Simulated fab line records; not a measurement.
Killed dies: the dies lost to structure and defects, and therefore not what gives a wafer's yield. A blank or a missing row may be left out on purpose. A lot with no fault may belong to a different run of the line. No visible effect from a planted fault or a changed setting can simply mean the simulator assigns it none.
Matching of chambers -- flow n5-finfet -- 4 sister chambers for N5_BEOL_M0_ALD_136 on ald-metal-03
The step deposits TaN, pulse time 2 s, purge time 3 s, co reactant purge time 2 s. 16 wafers are shown with their chamber, then 8 later ones without.

## WAFERS WITH THEIR CHAMBER
wafer,chamber,heater-power-w (W),susceptor-temp-C (C)
L085.1,0,343,274.54
L085.2,3,379,275.09
L085.3,1,497,274.83
L090.1,1,499,275.01
L090.2,3,376,274.92
L090.3,0,355,275.13
L091.1,0,332,275.08
L091.5,0,343,275.24
L091.6,3,375,274.95
L093.2,2,455,274.98
L093.4,1,508,275.04
L093.6,3,382,275.16
L094.2,0,353,275.13
L094.3,2,457,275.13
L094.5,1,492,274.89
L095.1,2,455,275.04

SIGNATURES (means of the wafers above)
reading,chamber 0,chamber 1,chamber 2,chamber 3,scatter within a chamber
heater-power-w,345.20,499.00,455.67,378.00,6.5
susceptor-temp-C,275.0240,274.9425,275.0500,275.0300,0.179
Rule: a wafer's distance from a chamber is the root of the sum, over the readings, of the square of ((its reading less the chamber's mean) divided by the reading's scatter). The wafer belongs to the nearest chamber; if the next one is less than 2 further off, it can't be placed. The scatter: take each reading less its chamber's mean, square it, sum over the shown wafers, divide by the number of wafers less the number of chambers, and take the root.

## WAFERS MISSING THEIR CHAMBER
wafer,heater-power-w (W),susceptor-temp-C (C)
L095.4,371,275.06
L095.6,338,274.86
L096.1,456,275.12
L096.4,370,275.28
L096.6,463,274.72
L097.2,372,274.87
L097.5,379,274.72
L097.6,342,274.95

## THE CHAMBER EACH PASSED THROUGH
wafer,from the rows above,in truth
L095.4,3,3
L095.6,0,0
L096.1,2,2
L096.4,3,3
L096.6,2,2
L097.2,3,3
L097.5,3,3
L097.6,0,0
8 of 8 placed correctly. Number that these rows cannot place: 0. 0 placed wrongly.
